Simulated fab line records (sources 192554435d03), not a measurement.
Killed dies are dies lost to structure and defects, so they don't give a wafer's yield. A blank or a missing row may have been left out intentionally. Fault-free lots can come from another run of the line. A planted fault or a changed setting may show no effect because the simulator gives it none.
Chamber matching + flow n5 finfet + N5_BEOL_M5_DESCUM_16 on rie diel-03 has 4 sister chambers
The step chemistry O2, time 7 s. 4 wafers are shown with their chamber, then 7 later ones without.

## WAFERS WITH THEIR CHAMBER
| wafer  | chamber | showerhead plenum p Torr (Torr) |
|--------|---------|---------------------------------|
| L759.5 | 2       | 2.06                            |
| L759.6 | 3       | 2.13                            |
| L771.1 | 1       | 2.23                            |
| L771.3 | 0       | 2.06                            |

## WAFERS WHOSE CHAMBER IS MISSING
| wafer  | showerhead plenum p Torr (Torr) |
|--------|---------------------------------|
| L771.4 | 2.13                            |
| L772.3 | 2.22                            |
| L772.4 | 2.05                            |
| L772.6 | 2.22                            |
| L774.3 | 2.22                            |
| L774.5 | 2.13                            |
| L774.6 | 2.05                            |

## THE CHAMBER EACH PASSED THROUGH
| wafer  | from the rows above     | in truth |
|--------|-------------------------|----------|
| L771.4 | 3                       | 3        |
| L772.3 | 1                       | 1        |
| L772.4 | can't be placed: 0 or 2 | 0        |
| L772.6 | 1                       | 1        |
| L774.3 | 1                       | 1        |
| L774.5 | 3                       | 3        |
| L774.6 | can't be placed: 0 or 2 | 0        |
Placed correctly: 5 of 7. Not placeable from these rows: 2 (in 2, the candidates include the true chamber). 0 placed wrongly.
How it was worked out, from the rows above alone: a wafer's distance from a chamber is the root of the sum, over the readings, of the square of ((its reading less the chamber's mean) divided by the reading's scatter). The wafer belongs to the nearest chamber; if the next one is less than 2 further off, it can't be placed. Each chamber's mean is taken over the wafers shown for it. The scatter: with one shown wafer a chamber, the root of the mean of the squares of how far each hidden wafer lies from its nearest shown one.
